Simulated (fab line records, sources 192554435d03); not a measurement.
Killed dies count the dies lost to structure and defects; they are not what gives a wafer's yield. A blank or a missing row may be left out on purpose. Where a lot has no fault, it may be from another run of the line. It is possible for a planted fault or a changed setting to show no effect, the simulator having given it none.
Lot-split experiment -- flow n5 finfet -- 39 wafers read across 7 lots, on a route 1938 steps long

SPLIT DETAILS
At N5_DUMMY_GATE_ETCH_31 (etches SiO2 in C4F6/O2, target depth 82.5 nm, time 27.5 s), the setting target depth a was moved away from the recipe's 825 angstrom on 15 of the 39 wafers read, by -57.1% to +55.5%. For the rest of the wafers, this setting stayed at what the recipe calls for.

The reading comes from the split's own step.

THE READING
SOC_of_DUMMY_GATE_COAT_34.thk nm (the simulator's own value, which no gauge read), in nm, at N5_DUMMY_GATE_ETCH_31 (etches SiO2 in C4F6/O2, target depth 82.5 nm, time 27.5 s). The file gives no usual value for it. Here, 24 wafers ran the recipe; their average is 51.7 nm with a standard deviation of 0.25 nm.

wafer,"tool, chamber at the split","target depth a as run, angstrom",against the recipe,"SOC_of_DUMMY_GATE_COAT_34.thk nm, nm",against lot-mates on the recipe
L074.4,"rie diel-06, 1",825,recipe,52,-
L074.5,"rie diel-06, 2",825,recipe,51.8,-
L074.6,"rie diel-06, 0",825,recipe,51.6,-
L078.1,"rie diel-05, 3",825,recipe,52.2,-
L078.2,"rie diel-05, 0",825,recipe,51.6,-
L078.3,"rie diel-05, 1",1283,+55.5%,47.2,-4.6
L078.4,"rie diel-05, 2",1283,+55.5%,47,-4.8
L078.5,"rie diel-05, 2",825,recipe,51.6,-
L078.6,"rie diel-05, 1",1283,+55.5%,47.2,-4.6
L082.1,"rie diel-06, 3",448.5,-45.6%,55.4,+3.6
L082.2,"rie diel-06, 2",448.5,-45.6%,55.6,+3.8
L082.3,"rie diel-06, 1",825,recipe,52,-
L082.4,"rie diel-06, 0",448.5,-45.6%,55.4,+3.6
L082.5,"rie diel-06, 2",825,recipe,52,-
L082.6,"rie diel-06, 3",825,recipe,51.4,-
L083.1,"rie diel-03, 1",825,recipe,51.2,-
L083.2,"rie diel-03, 0",825,recipe,51.6,-
L083.3,"rie diel-03, 3",825,recipe,51.2,-
L083.4,"rie diel-03, 3",825,recipe,51.4,-
L083.5,"rie diel-03, 0",825,recipe,51.6,-
L083.6,"rie diel-03, 1",825,recipe,51.4,-
L084.1,"rie diel-06, 2",1062,+28.7%,49.2,-2.5
L084.2,"rie diel-06, 0",825,recipe,51.6,-
L084.3,"rie diel-06, 1",1062,+28.7%,49.2,-2.5
L084.4,"rie diel-06, 3",1062,+28.7%,49,-2.7
L084.5,"rie diel-06, 2",825,recipe,51.8,-
L084.6,"rie diel-06, 1",825,recipe,51.8,-
L087.1,"rie diel-03, 0",825,recipe,51.8,-
L087.2,"rie diel-03, 3",597.1,-27.6%,53.8,+2.0
L087.3,"rie diel-03, 1",825,recipe,51.6,-
L087.4,"rie diel-03, 1",597.1,-27.6%,54,+2.2
L087.5,"rie diel-03, 0",825,recipe,52,-
L087.6,"rie diel-03, 3",597.1,-27.6%,54,+2.2
L093.1,"rie diel-05, 3",354.2,-57.1%,56.6,+4.9
L093.2,"rie diel-05, 1",825,recipe,51.8,-
L093.3,"rie diel-05, 2",354.2,-57.1%,56.2,+4.5
L093.4,"rie diel-05, 0",825,recipe,51.6,-
L093.5,"rie diel-05, 0",354.2,-57.1%,56.4,+4.7
L093.6,"rie diel-05, 1",825,recipe,51.8,-

FIT RESULTS
A straight line over all 39 wafers: SOC_of_DUMMY_GATE_COAT_34.thk nm changes by -0.083 nm for each +1% of target depth a; r = -1.00; the points scatter about the line by 0.22 nm.
The same after taking each lot's own level away (the mean of its wafers on the recipe; 39 wafers): -0.0828 nm for each +1%; r = -1.00; scatter 0.18 nm.
On that fit, the largest move of target depth a shifts the reading by 4.7 nm.
The span of the lots' own levels, 51.40 to 51.80 nm, comes to 1.6 times the standard deviation stated above.
The two slopes are in agreement: the lot-to-lot level therefore moves the slope only a little.
Check: with one of the wafers moved furthest among these (-57.1%) left out of the fit, the line predicts +4.65 nm for it against its lot-mates. It came out at +4.87 nm against them.

THESE WAFERS: OTHER SPLITS
These wafers also went through other splits before the reading. Each is held against what the fit with the lots' levels taken away leaves over:
other split on the same wafers,wafers away from the commonest value,r with SOC_of_DUMMY_GATE_COAT_34.thk nm (lot level and that fit taken away)
N5_FIN_SAQP_HM_DEP_72 target thk a,12,+0.09

THE WHOLE CHAIN: every reading that the file lists as answering this split, in the file's order
step,what it does,reading,change (the file's fit),r (the file's)
N5_DUMMY_GATE_ETCH_31,"etches SiO2 in C4F6/O2, target depth 82.5 nm, time 27.5 s","etch.depth nm (the simulator's own value, which no gauge read)",+0.833 nm for each +1% of the setting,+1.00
N5_DUMMY_GATE_ETCH_31,"etches SiO2 in C4F6/O2, target depth 82.5 nm, time 27.5 s","SOC_of_DUMMY_GATE_COAT_34.thk nm (the simulator's own value, which no gauge read)",-0.0826 nm for each +1% of the setting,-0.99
N5_DUMMY_GATE_ETCH_44,"etches poly-Si in HBr/O2, stops on SiO2, target depth 127.5 nm",oes product au,"not straight: 0.368 at the lowest setting, 0.741 at the recipe, 0.746 at the highest",not given

FILE'S OWN FIT
SOC_of_DUMMY_GATE_COAT_34.thk nm changes by -0.0826 nm for each +1% of target depth a, r = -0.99.
